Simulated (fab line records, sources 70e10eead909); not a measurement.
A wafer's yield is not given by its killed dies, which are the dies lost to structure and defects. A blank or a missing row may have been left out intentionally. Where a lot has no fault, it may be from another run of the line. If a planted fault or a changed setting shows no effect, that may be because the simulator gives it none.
Matching of chambers + flow nand_harc + 4 sister chambers for NHARC_P_GATE_ETCH_32 on rie_si-03
The step etches the open film in HBr/Cl2, target depth 150 nm, time 100.1 s. 8 wafers are shown with their chamber, then 7 later ones without.

## EACH WAFER AND ITS CHAMBER
| wafer  | chamber | drypump_motor_current_A (A) | oes_product_au (a.u.) |
|--------|---------|-----------------------------|-----------------------|
| L640.2 | 0       | 6.1                         | 0.993                 |
| L640.4 | 2       | 5.7                         | 0.992                 |
| L643.2 | 0       | 6.2                         | 0.992                 |
| L643.4 | 1       | 5.9                         | 0.998                 |
| L648.4 | 1       | 5.9                         | 1.001                 |
| L648.6 | 3       | 5.3                         | 0.998                 |
| L655.4 | 2       | 5.7                         | 1.017                 |
| L655.5 | 3       | 5.3                         | 1.001                 |

## WAFERS MISSING THEIR CHAMBER
| wafer  | drypump_motor_current_A (A) | oes_product_au (a.u.) |
|--------|-----------------------------|-----------------------|
| L655.6 | 6.1                         | 1.007                 |
| L658.2 | 5.7                         | 0.996                 |
| L658.5 | 5.9                         | 0.990                 |
| L658.6 | 5.7                         | 1.001                 |
| L659.1 | 5.9                         | 1.002                 |
| L659.2 | 5.3                         | 0.996                 |
| L659.5 | 5.7                         | 1.005                 |

## EACH ONE'S CHAMBER
| wafer  | from the rows above | in truth |
|--------|---------------------|----------|
| L655.6 | 0                   | 0        |
| L658.2 | 2                   | 2        |
| L658.5 | 1                   | 1        |
| L658.6 | 2                   | 2        |
| L659.1 | 1                   | 1        |
| L659.2 | 3                   | 3        |
| L659.5 | 2                   | 2        |
Placed correctly: 7 of 7. Can't be placed from these rows: 0. Number placed wrongly: 0.
How it was worked out, from the rows above alone: a wafer's distance from a chamber is the root of the sum, over the readings, of the square of ((its reading less the chamber's mean) divided by the reading's scatter). The wafer belongs to the nearest chamber; if the next one is less than 2 further off, it can't be placed. The mean given for a chamber averages the wafers shown for that chamber. The scatter: take each reading less its chamber's mean, square it, sum over the shown wafers, divide by the number of wafers less the number of chambers, and take the root.
